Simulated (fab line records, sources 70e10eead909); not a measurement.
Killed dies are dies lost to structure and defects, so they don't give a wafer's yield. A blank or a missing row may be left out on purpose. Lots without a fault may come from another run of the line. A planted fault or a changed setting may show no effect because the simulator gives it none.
One fault seen from 3 desks | flow nand_harc | each desk has only its own numbers; what lay behind them comes last

THE DEFECT DESK
What the inspections along the route counted, lot by lot: means of the sampled wafers that have a number. A lot is out of limits, marked OUT, if its mean lies more than 4 standard deviations from the usual mean; the brackets give that distance.
Columns: A = raw_defect_count at NHARC_P_ZERO_WELL_INSPECT_43, usual 13
lot  | first seen here | A
L387 | day 2 01:46     | 11
L388 | day 2 07:47     | 10
L390 | day 2 19:51     | 10
L391 | day 3 01:45     | 9
L392 | day 3 07:42     | 7
L394 | day 3 19:58     | 19
L395 | day 4 01:18     | 7
L396 | day 4 07:26     | 15
L398 | day 4 19:47     | 13
L403 | day 6 01:38     | 17
L407 | day 7 01:27     | 12
L408 | day 7 07:26     | 18
This desk's finding: nothing out of limits on any of the 12 lots.

THE TOOL OWNER'S DESK: litho_track-07
The tool's own readings at NHARC_P_ZERO_WELL_PEB_09 (peb time 80 s): means of the sampled wafers that have a number, for each lot that ran on this tool. A lot is out of limits, marked OUT, if its mean lies more than 4 standard deviations from the usual mean; the brackets give that distance.
Columns: A = heater_power_total_W at NHARC_P_ZERO_WELL_PEB_09, usual 189.8 W; B = resist_line_temp_C at NHARC_P_ZERO_WELL_PEB_09, usual 22.99 C
lot  | first seen here | A               | B
L390 | day 2 13:18     | 189.6           | 22.87
L391 | day 2 19:10     | 189.8           | 23.02
L396 | day 4 01:09     | 189.3           | 23.03
L398 | day 4 13:16     | 190.4           | 23.01
L403 | day 5 19:09     | 190.2           | 23.02
L407 | day 6 19:10     | 204.9 (+19) OUT | 23.15
This desk's finding: out of limits on L407; first on L407, day 6 19:10 (heater_power_total_W at NHARC_P_ZERO_WELL_PEB_09). In limits: L390, L391, L396, L398, L403.

THE METROLOGY DESK
What the gauges read, lot by lot, whatever tool the lot ran on: means of the sampled wafers that have a number. A lot is out of limits, marked OUT, if its mean lies more than 4 standard deviations from the usual mean; the brackets give that distance.
Columns: A = cd_nm at NHARC_P_ZERO_WELL_CD_MEAS_11, usual 499.5 nm
lot  | first seen here | A
L387 | day 1 19:16     | 498.6
L388 | day 2 01:23     | 499.6
L390 | day 2 13:23     | 502.2
L391 | day 2 19:16     | 498.1
L392 | day 3 01:22     | 498.8
L394 | day 3 13:28     | 499.0
L395 | day 3 19:13     | 500.1
L396 | day 4 01:14     | 499.3
L398 | day 4 13:21     | 498.6
L403 | day 5 19:14     | 499.2
L407 | day 6 19:14     | 491.4
L408 | day 7 01:07     | 502.6
This desk's finding: nothing out of limits on any of the 12 lots.

PUT TOGETHER
The tool owner's desk could have raised an alarm at day 6 19:10, on L407.
The defect desk saw nothing out of limits.
The metrology desk saw nothing out of limits.
The defect desk has L407 on record, within its limits.
The metrology desk has L407 on record, within its limits.
Of the lots named, all ran NHARC_P_ZERO_WELL_PEB_09 on litho_track-07.

WHAT THE SIMULATOR HAD PUT IN
Process parameter drift: litho_track-07, from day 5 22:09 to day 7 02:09, at NHARC_P_ZERO_WELL_PEB_09. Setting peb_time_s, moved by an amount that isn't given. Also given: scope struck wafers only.
Lots struck among those shown: L407.
Hours from the fault's start to each desk's first reading out of limits: the tool owner's desk, 21.
